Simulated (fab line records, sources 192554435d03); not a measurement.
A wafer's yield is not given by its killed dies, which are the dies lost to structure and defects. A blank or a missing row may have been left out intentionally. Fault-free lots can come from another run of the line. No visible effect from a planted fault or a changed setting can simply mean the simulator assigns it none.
Split-lot study -- flow n5 finfet -- 7 lots, 21 wafers read, on a route of 1938 steps

## THE SPLIT ITSELF
At N5_PASSIVATION_EXPOSE_41 (exposes mask PASS OPEN, defocus 0 nm, target cd 40000 nm), the setting dose mj was moved away from the recipe's 57.25 on 5 of the 21 wafers read, by -6.7% to -2.1%. The other wafers ran this setting at the recipe's value.

## FROM THE SPLIT TO THE READING: what the file shows between them, 3 steps
- N5_PASSIVATION_PEB_42
- N5_PASSIVATION_DEVELOP_43: develop time 60 s
- N5_PASSIVATION_HARDBAKE_45: time 120 s

## THE READING
cd nm (nm) at N5_PASSIVATION_CD_MEAS_44, where the cd target is 40000 nm. Fault-free wafers of this fab line usually give 39999 nm, standard deviation 2.7 nm.

wafer,"tool, chamber at the split",dose mj as run,against the recipe,"cd nm, nm",against lot-mates on the recipe
L074.2,"krf scanner-02, 0",57.25,recipe,39997,-
L074.4,"krf scanner-02, 0",57.25,recipe,39995,-
L074.6,"krf scanner-02, 0",57.25,recipe,40002,-
L075.1,"krf scanner-02, 0",54.68,-4.5%,39985,-16
L075.3,"krf scanner-02, 0",54.68,-4.5%,39983,-18
L075.4,"krf scanner-02, 0",57.25,recipe,40001,-
L076.1,"krf scanner-02, 0",56.07,-2.1%,39992,-6
L076.2,"krf scanner-02, 0",57.25,recipe,40000,-
L076.3,"krf scanner-02, 0",57.25,recipe,39996,-
L078.1,"krf scanner-01, 0",57.25,recipe,40001,-
L078.5,"krf scanner-01, 0",57.25,recipe,39999,-
L078.6,"krf scanner-01, 0",54.55,-4.7%,39980,-20
L083.3,"krf scanner-01, 0",57.25,recipe,39999,-
L083.5,"krf scanner-01, 0",57.25,recipe,40002,-
L083.6,"krf scanner-01, 0",57.25,recipe,40001,-
L088.2,"krf scanner-02, 0",57.25,recipe,39998,-
L088.3,"krf scanner-02, 0",57.25,recipe,39997,-
L088.4,"krf scanner-02, 0",57.25,recipe,39997,-
L090.1,"krf scanner-01, 0",57.25,recipe,40002,-
L090.3,"krf scanner-01, 0",57.25,recipe,39999,-
L090.4,"krf scanner-01, 0",53.42,-6.7%,39971,-30

THE FIT
A straight line over all 21 wafers: cd nm changes by +3.86 nm for each +1% of dose mj; r = +0.97; the points scatter about the line by 2.2 nm.
The same after taking each lot's own level away (the mean of its wafers on the recipe; 21 wafers): +4.12 nm for each +1%; r = +0.98; scatter 1.8 nm.
According to that fit, moving dose mj by its largest amount changes the reading by 28 nm.
The lots' own levels span 39997.3 to 40001.0 nm, that is 1.4 times the standard deviation above.
The two slopes agree, so the slope changes little with the lot-to-lot level.
Check: -26 nm against its lot-mates is what the line predicts for one of the wafers moved furthest among these (-6.7%) when that wafer is left out of the fit. It came out at -29.5 nm against them.

## FURTHER SPLITS ON THESE WAFERS
These wafers also went through other splits before the reading. Each is held against what the fit with the lots' levels taken away leaves over:
other split on the same wafers,wafers away from the commonest value,r with cd nm (lot level and that fit taken away)
N5_BEOL_M15_PEB_26 peb time s,9,-0.26
N5_MIM_BOT_ETCH_ETCH_04 source w,6,-0.21
N5_PASSIVATION_PECVD_53 time s,4,+0.24

## THE FILE'S OWN FIT
cd nm changes by +4.11 nm for each +1% of dose mj, r = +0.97.
